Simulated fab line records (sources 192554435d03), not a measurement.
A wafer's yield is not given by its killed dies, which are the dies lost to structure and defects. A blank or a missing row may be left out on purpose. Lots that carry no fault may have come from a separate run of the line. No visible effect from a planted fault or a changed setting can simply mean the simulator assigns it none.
Matching of chambers / flow n5 finfet / N5_MOL_CONTACT_COAG_ALD_123 on ald sin-03 has 4 sister chambers
The step deposits SiNx, target thk 5 nm, pulse time 1 s, purge time 2 s. 4 wafers are shown with their chamber, then 10 later ones without.

EACH WAFER AND ITS CHAMBER
wafer=L085.2; chamber=1; heater power w (W)=965
wafer=L089.5; chamber=2; heater power w (W)=857
wafer=L092.1; chamber=3; heater power w (W)=857
wafer=L092.2; chamber=0; heater power w (W)=789

WAFERS WHOSE CHAMBER IS MISSING
wafer=L092.6; heater power w (W)=879
wafer=L095.1; heater power w (W)=964
wafer=L095.2; heater power w (W)=831
wafer=L095.4; heater power w (W)=833
wafer=L096.2; heater power w (W)=858
wafer=L096.3; heater power w (W)=813
wafer=L096.5; heater power w (W)=829
wafer=L097.1; heater power w (W)=870
wafer=L097.3; heater power w (W)=805
wafer=L097.5; heater power w (W)=802

WHICH CHAMBER EACH ONE RAN IN
wafer=L092.6; from the rows above=can't be placed: 2 or 3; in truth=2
wafer=L095.1; from the rows above=1; in truth=1
wafer=L095.2; from the rows above=can't be placed: 2 or 3 or 0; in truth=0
wafer=L095.4; from the rows above=can't be placed: 2 or 3 or 0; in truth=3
wafer=L096.2; from the rows above=can't be placed: 2 or 3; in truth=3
wafer=L096.3; from the rows above=can't be placed: 0 or 2 or 3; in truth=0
wafer=L096.5; from the rows above=can't be placed: 2 or 3 or 0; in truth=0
wafer=L097.1; from the rows above=can't be placed: 2 or 3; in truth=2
wafer=L097.3; from the rows above=can't be placed: 0 or 2 or 3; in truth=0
wafer=L097.5; from the rows above=0; in truth=0
Correctly placed: 2 of 10. These rows do not allow placing 8 (true chamber among the candidates in 8). Number placed wrongly: 0.
How it was worked out, from the rows above alone: a wafer's distance from a chamber is the root of the sum, over the readings, of the square of ((its reading less the chamber's mean) divided by the reading's scatter). If the next closest chamber is less than 2 further off than the closest, the wafer can't be placed; otherwise it belongs to the closest. Each chamber's mean is taken over the wafers shown for it. The scatter: root of mean squared gap, hidden wafer to nearest shown wafer, with one shown wafer a chamber.
